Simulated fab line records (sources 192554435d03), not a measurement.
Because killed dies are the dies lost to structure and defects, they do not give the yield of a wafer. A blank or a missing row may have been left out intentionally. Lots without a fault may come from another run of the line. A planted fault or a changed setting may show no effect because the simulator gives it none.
2 desks, one fault | flow n5Finfet | what lay behind the numbers comes last; until then each desk has only its own

FROM THE METROLOGY DESK
What the gauges read, lot by lot, whatever tool the lot ran on: means of the sampled wafers that have a number. Marked OUT: a lot whose mean sits more than 4 standard deviations from the usual mean, which makes it out of limits; the brackets give that distance. Only the readings that lie furthest out on some lot appear, 7 of the 10 it has.
Columns: A = DIBL_N at N5_BEOL_M4_RC_MEAS_101, usual 36.6 mV/V; B = DIBL_P at N5_BEOL_M4_RC_MEAS_101, usual 36.7 mV/V; C = IOFF_N at N5_BEOL_M4_RC_MEAS_101, usual 0.16 nA/um; D = ION_N at N5_BEOL_M4_RC_MEAS_101, usual 672 uA/um; E = SS_N at N5_BEOL_M4_RC_MEAS_101, usual 71.6 mV/dec; F = VT_N at N5_BEOL_M4_RC_MEAS_101, usual 250 mV; G = VT_P at N5_BEOL_M4_RC_MEAS_101, usual -250 mV
lot  | first seen here | A    | B    | C    | D   | E    | F   | G
L968 | day 10 20:51    | 39.2 | 39.9 | 0.22 | 688 | 72.6 | 245 | -250
L971 | day 11 17:26    | 36.6 | 35.9 | 0.17 | 669 | 72.2 | 253 | -253
L973 | day 11 17:31    | 37.0 | 34.7 | 0.15 | 664 | 71.7 | 252 | -247
L974 | day 12 07:55    | 35.9 | 35.7 | 0.15 | 675 | 71.6 | 249 | -252
This desk's verdict: no lot among the 4 shows anything out of limits.

FOR THE TOOL OWNER'S DESK: rieSi-05
The tool's own readings at N5_FIN_SAQP_MANDREL_ETCH_58 (etches a-Si in HBr/Cl2, stops on SiNx, target depth 45 nm, bt time 10 s, time 27 s): means of the sampled wafers that have a number, for each lot that ran on this tool. Marked OUT: a lot whose mean sits more than 4 standard deviations from the usual mean, which makes it out of limits; the brackets give that distance.
Columns: A = drypumpMotorCurrentA at N5_FIN_SAQP_MANDREL_ETCH_58, usual 5.5 A; B = oesProductAu at N5_FIN_SAQP_MANDREL_ETCH_58, usual 0.699 a.u.; C = rfFwdPowerW at N5_FIN_SAQP_MANDREL_ETCH_58, usual 794 W; D = throttleValvePct at N5_FIN_SAQP_MANDREL_ETCH_58, usual 35.58 %
lot  | first seen here | A   | B     | C             | D
L968 | day 3 18:54     | 5.7 | 0.707 | 794           | 35.60
L973 | day 5 03:18     | 5.7 | 0.701 | 988 (+54) OUT | 35.48
L974 | day 5 07:10     | 5.7 | 0.685 | 989 (+54) OUT | 35.51
This desk finds L973, L974 out of limits, L973 being first, at day 5 03:18 (rfFwdPowerW at N5_FIN_SAQP_MANDREL_ETCH_58). Within limits: L968.

BROUGHT TOGETHER
On L973, L974, at day 5 03:18, an alarm was possible from the tool owner's desk.
Nothing out of limits was seen by the metrology desk.
The metrology desk has L973, L974 on record, within its limits.
All the named lots went through N5_FIN_SAQP_MANDREL_ETCH_58 on rieSi-05.

WHAT THE SIMULATOR PUT IN
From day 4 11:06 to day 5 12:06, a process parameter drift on rieSi-05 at N5_FIN_SAQP_MANDREL_ETCH_58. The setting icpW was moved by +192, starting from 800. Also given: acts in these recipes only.
Struck lots among those shown: L973, L974.
Delay in hours, fault start to first out-of-limits reading, by desk: the tool owner's desk at 16.
